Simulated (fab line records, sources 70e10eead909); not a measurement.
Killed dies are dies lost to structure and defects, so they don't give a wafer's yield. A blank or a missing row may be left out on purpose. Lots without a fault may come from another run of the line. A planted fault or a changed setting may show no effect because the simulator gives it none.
Which tool did it? | flow nand_harc | 14 lots, 42 wafers sampled, at 5 steps of a route of 1159

WHAT THE GAUGES READ, wafer by wafer
NHARC_A_ZERO_WELL_INSPECT_17. Usual: raw_defect_count 11, standard deviation 5.1.
lot  | measured     | on                | raw_defect_count | flag
L911 | day 6 20:09  | defect_inspect-02 | 8 7 7            |
L913 | day 7 02:28  | defect_inspect-01 | 9 13 21          |
L912 | day 7 02:50  | defect_inspect-01 | 10 20 16         |
L917 | day 8 03:25  | defect_inspect-02 | 9 25 11          |
L925 | day 9 17:38  | defect_inspect-01 | 14 9 5           |
L923 | day 9 19:55  | defect_inspect-02 | 12 18 6          |
L926 | day 10 13:45 | defect_inspect-02 | 11 6 5           |
L928 | day 10 17:16 | defect_inspect-02 | 11 5 15          |
L927 | day 10 18:07 | defect_inspect-01 | 9 9 14           |
L930 | day 11 05:52 | defect_inspect-01 | 6 12 9           |
L929 | day 11 11:54 | defect_inspect-01 | 4 7 4            |
L931 | day 11 16:06 | defect_inspect-01 | 11 10 10         |
L934 | day 12 05:47 | defect_inspect-01 | 15 11 7          |
L932 | day 12 06:22 | defect_inspect-01 | 8 6 9            |

NHARC_A_SOURCE_PLATE_INSPECT_08. Usual: raw_defect_count 59, standard deviation 23.
lot  | measured     | on                | raw_defect_count | flag
L911 | day 7 17:49  | defect_inspect-01 | 57 67 88         |
L913 | day 8 02:04  | defect_inspect-02 | 96 57 88         |
L912 | day 8 02:05  | defect_inspect-01 | 38 101 61        |
L917 | day 9 00:05  | defect_inspect-01 | 77 112 62        |
L925 | day 10 14:26 | defect_inspect-02 | 64 71 49         |
L923 | day 10 14:25 | defect_inspect-01 | 56 63 36         |
L926 | day 11 10:19 | defect_inspect-02 | 128 72 84        |
L928 | day 11 14:22 | defect_inspect-02 | 43 84 132        |
L927 | day 11 14:22 | defect_inspect-01 | 79 53 87         |
L930 | day 12 03:26 | defect_inspect-01 | 22 76 68         |
L929 | day 12 08:21 | defect_inspect-01 | 47 74 41         |
L931 | day 12 12:28 | defect_inspect-02 | 58 49 33         |
L934 | day 13 03:04 | defect_inspect-02 | 89 91 64         |
L932 | day 13 03:04 | defect_inspect-01 | 52 77 63         |

NHARC_A_ONON_D1_THK_MEAS_27: measures by ellipsometry. Usual: thk_nm 996 nm, standard deviation 8.7.
lot  | measured     | on            | thk_nm (nm)    | flag
L911 | day 8 06:26  | film_metro-01 | 994 997 996    |
L913 | day 8 14:04  | film_metro-01 | 1003 1004 1003 |
L912 | day 8 14:03  | film_metro-02 | 985 983 984    |
L917 | day 9 11:47  | film_metro-02 | 988 988 988    |
L925 | day 11 04:43 | film_metro-02 | 985 984 985    |
L923 | day 11 04:42 | film_metro-02 | 996 996 995    |
L926 | day 11 21:59 | film_metro-01 | 1004 1005 1006 |
L928 | day 12 02:57 | film_metro-02 | 993 990 991    |
L927 | day 12 02:56 | film_metro-02 | 986 986 986    |
L930 | day 12 17:51 | film_metro-01 | 995 994 995    |
L929 | day 12 17:50 | film_metro-02 | 978 979 979    |
L931 | day 13 01:25 | film_metro-01 | 993 993 992    |
L934 | day 13 16:56 | film_metro-02 | 992 992 991    |
L932 | day 13 17:07 | film_metro-02 | 1003 1003 1003 |

NHARC_END_SORT_01. Usual: killed_at_array 28, standard deviation 11; killed_at_other 0.7, standard deviation 1.1; killed_at_periphery 2.9, standard deviation 2; killed_dies 32, standard deviation 11; killed_open 3.2, standard deviation 1.8; killed_short 2.0, standard deviation 1.4.
lot  | measured     | on        | killed_at_array | killed_at_other | killed_at_periphery | killed_dies | killed_open | killed_short | flag
L913 | day 19 12:08 | prober-01 | 7 10 7          | 2 0 1           | 1 2 3               | 10 12 11    | 3 0 1       | 1 0 2        |
L917 | day 20 11:31 | prober-02 | 674 676 674     | 0 0 0           | 3 1 3               | 677 677 677 | 3 2 5       | 0 2 3        | OFF
L923 | day 22 06:47 | prober-02 | 674 676 676     | 0 0 0           | 3 1 1               | 677 677 677 | 2 3 2       | 1 3 1        | OFF
L926 | day 22 14:40 | prober-01 | 35 43 34        | 0 0 0           | 4 2 3               | 39 45 37    | 2 1 4       | 2 3 0        |
L928 | day 23 07:37 | prober-01 | 24 23 41        | 0 0 1           | 3 3 3               | 27 26 45    | 1 1 5       | 1 4 1        |
L927 | day 23 06:01 | prober-02 | 31 29 30        | 0 2 2           | 3 3 3               | 34 34 35    | 2 3 3       | 4 2 1        |
L930 | day 23 23:05 | prober-01 | 20              | 0               | 5                   | 25          | 6           | 1            |
L929 | day 23 21:32 | prober-02 | 54 43 45        | 0 0 0           | 3 2 0               | 57 45 45    | 2 2 1       | 1 3 1        |
L931 | day 24 04:02 | prober-01 | 57 51 50        | 1 0 0           | 4 8 8               | 62 59 58    | 2 3 6       | 4 3 5        |

WHICH TOOL RAN EACH LOT (tool, then ch and the chambers of the sampled wafers, then the start)
lot  | NHARC_A_CHANNEL_HOLE_D1_DEP_00
L911 | acl_dep-03 ch 0, day 8 09:10
L913 | acl_dep-01 ch 0, day 8 15:34
L912 | acl_dep-03 ch 0, day 8 15:33
L917 | acl_dep-03 ch 0, day 9 13:17
L925 | acl_dep-02 ch 0, day 11 05:56
L923 | acl_dep-03 ch 0, day 11 06:11 and acl_dep-02 ch 0, day 11 08:20
L926 | acl_dep-02 ch 0, day 11 23:47
L928 | acl_dep-03 ch 0, day 12 05:42
L927 | acl_dep-01 ch 0, day 12 04:59
L930 | acl_dep-02 ch 0, day 12 19:09
L929 | acl_dep-01 ch 0, day 12 19:41
L931 | acl_dep-02 ch 0, day 13 02:38
L934 | acl_dep-03 ch 0, day 13 18:16
L932 | acl_dep-02 ch 0, day 13 18:55
- NHARC_A_CHANNEL_HOLE_D1_DEP_00: deposits aC, target thk 3100 nm.

WHAT THE TOOLS THEMSELVES READ (means of the sampled wafers that have a number; where no wafer has one, the mark that the record gives instead)
NHARC_A_CHANNEL_HOLE_D1_DEP_00. Usual: throttle_valve_pct 35.000 %, standard deviation 0.0092.
lot  | tool                  | throttle_valve_pct (%) | flag
L911 | acl_dep-03            | 35.003                 |
L913 | acl_dep-01            | 34.997                 |
L912 | acl_dep-03            | 34.998                 |
L917 | acl_dep-03            | 35.006                 |
L925 | acl_dep-02            | 34.997                 |
L923 | acl_dep-03/acl_dep-02 | 34.996                 |
L926 | acl_dep-02            | 35.005                 |
L928 | acl_dep-03            | 34.998                 |
L927 | acl_dep-01            | 34.995                 |
L930 | acl_dep-02            | 35.004                 |
L929 | acl_dep-01            | 35.001                 |
L931 | acl_dep-02            | 35.013                 |
L934 | acl_dep-03            | 34.992                 |
L932 | acl_dep-02            | 35.008                 |

THE ANSWER, worked out from the rows above alone
Rule: a lot is off if the mean of its wafers that have a number lies more than 3 standard deviations from the usual mean. A lot without any number at a reading at which 4 lots or more have one is off too. The other lots that the step has rows for count as sound. The gauges are gone through in route order, then the tools' own readings, and for those a lot's mean is taken as printed above. The first step at which some lot is off is used, and at that step the reading that is off furthest; a lot without a number counts as furthest.
Off: L917, L923, at NHARC_END_SORT_01 (killed_at_array). Neither off nor sound, because the step has no rows for them: L911, L912, L925, L934, L932.
A tool fits if, at a process step before that reading, it ran every lot that is off, and no sound lot after the first of them. The gauges at NHARC_END_SORT_01 are tried like those tools. None of those tried fits.

WHAT THE SIMULATOR HAD PUT IN
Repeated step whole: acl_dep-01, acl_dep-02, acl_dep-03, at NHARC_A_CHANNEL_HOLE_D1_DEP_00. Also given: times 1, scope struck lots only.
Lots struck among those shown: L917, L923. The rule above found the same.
